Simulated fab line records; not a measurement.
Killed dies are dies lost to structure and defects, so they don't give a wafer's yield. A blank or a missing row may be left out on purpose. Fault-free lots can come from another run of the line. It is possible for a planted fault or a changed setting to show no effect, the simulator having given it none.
Matching of chambers	flow n5Finfet	rieDiel-01 running N5_HKMG_FIN_ETCH_54: 4 sister chambers
The step etches SiARC in CF4, target depth 45.5 nm, time 75.8 s. 4 wafers are shown with their chamber, then 7 later ones without.

## EACH WAFER AND ITS CHAMBER
wafer	chamber	showerheadPlenumPTorr (Torr)
L081.3	3	2.21
L083.5	1	2.18
L087.1	2	2.06
L087.5	0	2.05

## WAFERS WITHOUT THEIR CHAMBER
wafer	showerheadPlenumPTorr (Torr)
L087.6	2.21
L088.1	2.05
L088.2	2.06
L088.5	2.18
L094.2	2.20
L094.3	2.04
L094.5	2.20

## WHICH CHAMBER EACH WENT THROUGH
wafer	from the rows above	in truth
L087.6	3	3
L088.1	can't be placed: 0 or 2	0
L088.2	can't be placed: 2 or 0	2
L088.5	1	1
L094.2	can't be placed: 3 or 1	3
L094.3	can't be placed: 0 or 2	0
L094.5	can't be placed: 3 or 1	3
2 of 7 placed correctly. Not placeable from these rows: 5 (in 5, the candidates include the true chamber). 0 placed wrongly.
How it was worked out, from the rows above alone: a wafer's distance from a chamber is the root of the sum, over the readings, of the square of ((its reading less the chamber's mean) divided by the reading's scatter). If the next closest chamber is less than 2 further off than the closest, the wafer can't be placed; otherwise it belongs to the closest. Each chamber's mean is taken over the wafers shown for it. The scatter (one wafer shown for each chamber): square how far every hidden wafer sits from the nearest shown wafer, average those squares and take the square root.
